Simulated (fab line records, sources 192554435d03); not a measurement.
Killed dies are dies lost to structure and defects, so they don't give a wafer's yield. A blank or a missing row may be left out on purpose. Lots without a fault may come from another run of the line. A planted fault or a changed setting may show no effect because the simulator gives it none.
Chamber matching | flow n5_finfet | N5_BEOL_M0_SAQP_STRIP_108 on rie_diel-03: 4 sister chambers
The step strips in N2/H2. 8 wafers are shown with their chamber, then 8 later ones without.

WAFERS WITH THEIR CHAMBER
wafer  | chamber | showerhead_plenum_p_Torr (Torr) | drypump_motor_current_A (A)
L074.2 | 0       | 3.48                            | 6.0
L074.5 | 0       | 3.48                            | 5.9
L075.5 | 3       | 3.19                            | 6.4
L083.5 | 1       | 3.58                            | 5.0
L090.1 | 2       | 3.27                            | 5.3
L090.3 | 1       | 3.57                            | 5.1
L090.5 | 2       | 3.27                            | 5.3
L091.2 | 3       | 3.17                            | 6.5

WAFERS WITHOUT THEIR CHAMBER
wafer  | showerhead_plenum_p_Torr (Torr) | drypump_motor_current_A (A)
L091.5 | 3.27                            | 5.2
L091.6 | 3.57                            | 5.0
L093.1 | 3.57                            | 5.0
L093.2 | 3.17                            | 6.5
L093.3 | 3.27                            | 5.3
L093.4 | 3.17                            | 6.5
L093.5 | 3.57                            | 5.0
L093.6 | 3.27                            | 5.3

WHICH CHAMBER EACH WENT THROUGH
wafer  | from the rows above | in truth
L091.5 | 2                   | 2
L091.6 | 1                   | 1
L093.1 | 1                   | 1
L093.2 | 3                   | 3
L093.3 | 2                   | 2
L093.4 | 3                   | 3
L093.5 | 1                   | 1
L093.6 | 2                   | 2
Placed correctly: 8 of 8. Can't be placed from these rows: 0. Placed wrongly: 0.
How it was worked out, from the rows above alone: a wafer's distance from a chamber is the root of the sum, over the readings, of the square of ((its reading less the chamber's mean) divided by the reading's scatter). The wafer belongs to the nearest chamber; if the next one is less than 2 further off, it can't be placed. A chamber's mean is the mean of its shown wafers. The scatter: the root of (the sum of the squares of (reading less its chamber's mean) over the shown wafers, divided by (wafers less chambers)).
